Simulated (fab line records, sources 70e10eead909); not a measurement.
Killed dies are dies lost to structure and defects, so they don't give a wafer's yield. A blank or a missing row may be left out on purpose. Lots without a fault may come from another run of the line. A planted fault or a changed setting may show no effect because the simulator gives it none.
Chamber matching | flow nand_harc | NHARC_A_STAIRCASE_ALD_415 on ald_hk-03: 4 sister chambers
The step deposits SiO2, target thk 30 nm, pulse time 6 s, ald cycles 300. 4 wafers are shown with their chamber, then 12 later ones without.

WAFERS WITH THEIR CHAMBER
wafer  | chamber | heater_power_w (W)
L086.2 | 2       | 415
L086.4 | 0       | 503
L089.4 | 3       | 515
L089.5 | 1       | 555

WAFERS WITHOUT THEIR CHAMBER
wafer  | heater_power_w (W)
L092.2 | 511
L092.3 | 426
L092.6 | 548
L094.1 | 404
L094.2 | 550
L094.3 | 529
L094.4 | 512
L094.5 | 542
L094.6 | 419
L097.3 | 419
L097.4 | 566
L097.6 | 412

WHICH CHAMBER EACH WENT THROUGH
wafer  | from the rows above          | in truth
L092.2 | can't be placed: 3 or 0      | 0
L092.3 | 2                            | 2
L092.6 | 1                            | 1
L094.1 | 2                            | 2
L094.2 | 1                            | 1
L094.3 | can't be placed: 3 or 0 or 1 | 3
L094.4 | can't be placed: 3 or 0      | 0
L094.5 | can't be placed: 1 or 3      | 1
L094.6 | 2                            | 2
L097.3 | 2                            | 2
L097.4 | 1                            | 1
L097.6 | 2                            | 2
Placed correctly: 8 of 12. Can't be placed from these rows: 4 (the true chamber is among the candidates in 4). Placed wrongly: 0.
How it was worked out, from the rows above alone: a wafer's distance from a chamber is the root of the sum, over the readings, of the square of ((its reading less the chamber's mean) divided by the reading's scatter). The wafer belongs to the nearest chamber; if the next one is less than 2 further off, it can't be placed. A chamber's mean is the mean of its shown wafers. The scatter: with one shown wafer a chamber, the root of the mean of the squares of how far each hidden wafer lies from its nearest shown one.
